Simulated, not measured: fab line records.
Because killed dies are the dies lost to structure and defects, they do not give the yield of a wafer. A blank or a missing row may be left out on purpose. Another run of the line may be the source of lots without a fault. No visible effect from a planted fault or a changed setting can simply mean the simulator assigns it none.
Chamber matching || flow n5 finfet || N5_BEOL_M10_ALD_74 on ald metal-03 has 4 sister chambers
The step deposits TaN, target thk 2 nm, pulse time 2 s, purge time 3 s. 14 wafers are shown with their chamber, then 7 later ones without.

WAFERS WITH THEIR CHAMBER
{"wafer": "L077.1", "chamber": 1, "heater power w (W)": 408, "mfc carrier sccm (sccm)": 1508}
{"wafer": "L077.2", "chamber": 0, "heater power w (W)": 407, "mfc carrier sccm (sccm)": 1505}
{"wafer": "L077.3", "chamber": 3, "heater power w (W)": 444, "mfc carrier sccm (sccm)": 1507}
{"wafer": "L076.1", "chamber": 3, "heater power w (W)": 449, "mfc carrier sccm (sccm)": 1498}
{"wafer": "L076.3", "chamber": 0, "heater power w (W)": 407, "mfc carrier sccm (sccm)": 1504}
{"wafer": "L076.5", "chamber": 1, "heater power w (W)": 410, "mfc carrier sccm (sccm)": 1507}
{"wafer": "L078.1", "chamber": 1, "heater power w (W)": 411, "mfc carrier sccm (sccm)": 1503}
{"wafer": "L078.5", "chamber": 1, "heater power w (W)": 414, "mfc carrier sccm (sccm)": 1500}
{"wafer": "L078.6", "chamber": 2, "heater power w (W)": 387, "mfc carrier sccm (sccm)": 1496}
{"wafer": "L085.1", "chamber": 2, "heater power w (W)": 386, "mfc carrier sccm (sccm)": 1502}
{"wafer": "L085.3", "chamber": 0, "heater power w (W)": 394, "mfc carrier sccm (sccm)": 1495}
{"wafer": "L085.4", "chamber": 3, "heater power w (W)": 460, "mfc carrier sccm (sccm)": 1507}
{"wafer": "L087.1", "chamber": 0, "heater power w (W)": 392, "mfc carrier sccm (sccm)": 1507}
{"wafer": "L087.4", "chamber": 3, "heater power w (W)": 451, "mfc carrier sccm (sccm)": 1499}

SIGNATURES (averages over the wafers above)
{"reading": "heater power w", "chamber 0": 400.00, "chamber 1": 410.75, "chamber 2": 386.50, "chamber 3": 451.00, "scatter within a chamber": 5.93}
{"reading": "mfc carrier sccm", "chamber 0": 1502.75, "chamber 1": 1504.50, "chamber 2": 1499.00, "chamber 3": 1502.75, "scatter within a chamber": 4.65}
Rule: a wafer's distance from a chamber is the root of the sum, over the readings, of the square of ((its reading less the chamber's mean) divided by the reading's scatter). The wafer belongs to the nearest chamber; if the next one is less than 2 further off, it can't be placed. How the scatter is found: for the shown wafers, subtract from each reading the mean of its chamber, square and add these, divide the total by (wafers less chambers), then take the root.

WAFERS WHOSE CHAMBER IS MISSING
{"wafer": "L087.5", "heater power w (W)": 410, "mfc carrier sccm (sccm)": 1501}
{"wafer": "L089.1", "heater power w (W)": 459, "mfc carrier sccm (sccm)": 1501}
{"wafer": "L089.4", "heater power w (W)": 412, "mfc carrier sccm (sccm)": 1502}
{"wafer": "L089.6", "heater power w (W)": 393, "mfc carrier sccm (sccm)": 1505}
{"wafer": "L091.2", "heater power w (W)": 421, "mfc carrier sccm (sccm)": 1507}
{"wafer": "L091.5", "heater power w (W)": 401, "mfc carrier sccm (sccm)": 1499}
{"wafer": "L091.6", "heater power w (W)": 406, "mfc carrier sccm (sccm)": 1497}

CHAMBER TAKEN BY EACH
{"wafer": "L087.5", "from the rows above": "can't be placed: 1 or 0", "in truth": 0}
{"wafer": "L089.1", "from the rows above": 3, "in truth": 3}
{"wafer": "L089.4", "from the rows above": "can't be placed: 1 or 0", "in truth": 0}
{"wafer": "L089.6", "from the rows above": "can't be placed: 0 or 2 or 1", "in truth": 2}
{"wafer": "L091.2", "from the rows above": "can't be placed: 1 or 0", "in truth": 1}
{"wafer": "L091.5", "from the rows above": "can't be placed: 0 or 1 or 2", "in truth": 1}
{"wafer": "L091.6", "from the rows above": "can't be placed: 0 or 1 or 2", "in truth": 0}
Placed correctly: 1 of 7. From these rows, 6 cannot be placed; in 6 the true chamber is one of the candidates. Placed wrongly: 0.
